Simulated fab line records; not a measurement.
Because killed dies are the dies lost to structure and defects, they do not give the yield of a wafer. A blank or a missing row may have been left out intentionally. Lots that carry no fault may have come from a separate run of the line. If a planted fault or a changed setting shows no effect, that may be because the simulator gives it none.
Matching of chambers -- flow n5_finfet -- rie_diel-03 running N5_BEOL_M14_DESCUM_33: 4 sister chambers
The step chemistry O2, time 7.9 s. 16 wafers are shown with their chamber, then 8 later ones without.

== WAFERS PAIRED WITH THEIR CHAMBERS ==
wafer,chamber,showerhead_plenum_p_Torr (Torr),throttle_valve_pct (%),oes_product_au (a.u.)
L076.1,3,2.13,20.19,0.93
L076.3,0,2.12,20.29,0.88
L076.4,1,2.21,20.16,0.87
L078.2,3,2.13,20.20,0.93
L078.4,2,2.20,20.37,0.81
L078.5,2,2.20,20.36,0.81
L082.2,0,2.12,20.31,0.87
L082.3,1,2.21,20.19,0.86
L082.4,3,2.13,20.21,0.91
L085.4,1,2.20,20.21,0.84
L085.5,3,2.12,20.23,0.88
L085.6,2,2.19,20.37,0.79
L088.2,1,2.20,20.20,0.83
L088.4,3,2.12,20.21,0.88
L088.6,1,2.20,20.21,0.83
L092.1,3,2.12,20.24,0.85

SIGNATURES (means of the wafers above)
reading,chamber 0,chamber 1,chamber 2,chamber 3,scatter within a chamber
showerhead_plenum_p_Torr,2.1200,2.2040,2.1967,2.1250,0.0053
throttle_valve_pct,20.3000,20.1940,20.3667,20.2133,0.0176
oes_product_au,0.8750,0.8460,0.8033,0.8967,0.0238
Rule: for a wafer and a chamber, the distance is found by dividing, reading by reading, the gap between the wafer's reading and the chamber's mean by the reading's scatter, squaring, summing and taking the root. If the next closest chamber is less than 2 further off than the closest, the wafer can't be placed; otherwise it belongs to the closest. How the scatter is found: for the shown wafers, subtract from each reading the mean of its chamber, square and add these, divide the total by (wafers less chambers), then take the root.

== WAFERS MISSING THEIR CHAMBER ==
wafer,showerhead_plenum_p_Torr (Torr),throttle_valve_pct (%),oes_product_au (a.u.)
L092.2,2.20,20.21,0.82
L092.5,2.20,20.20,0.82
L095.2,2.12,20.25,0.86
L095.3,2.20,20.22,0.82
L095.6,2.12,20.33,0.84
L097.3,2.11,20.27,0.83
L097.4,2.19,20.25,0.80
L097.5,2.18,20.42,0.77

== EACH ONE'S CHAMBER ==
wafer,from the rows above,in truth
L092.2,1,1
L092.5,1,1
L095.2,can't be placed: 3 or 0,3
L095.3,1,1
L095.6,0,0
L097.3,can't be placed: 0 or 3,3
L097.4,1,1
L097.5,2,2
Correct placement for 6 of the 8. From these rows, 2 cannot be placed; in 2 the true chamber is one of the candidates. Wrongly placed: 0.
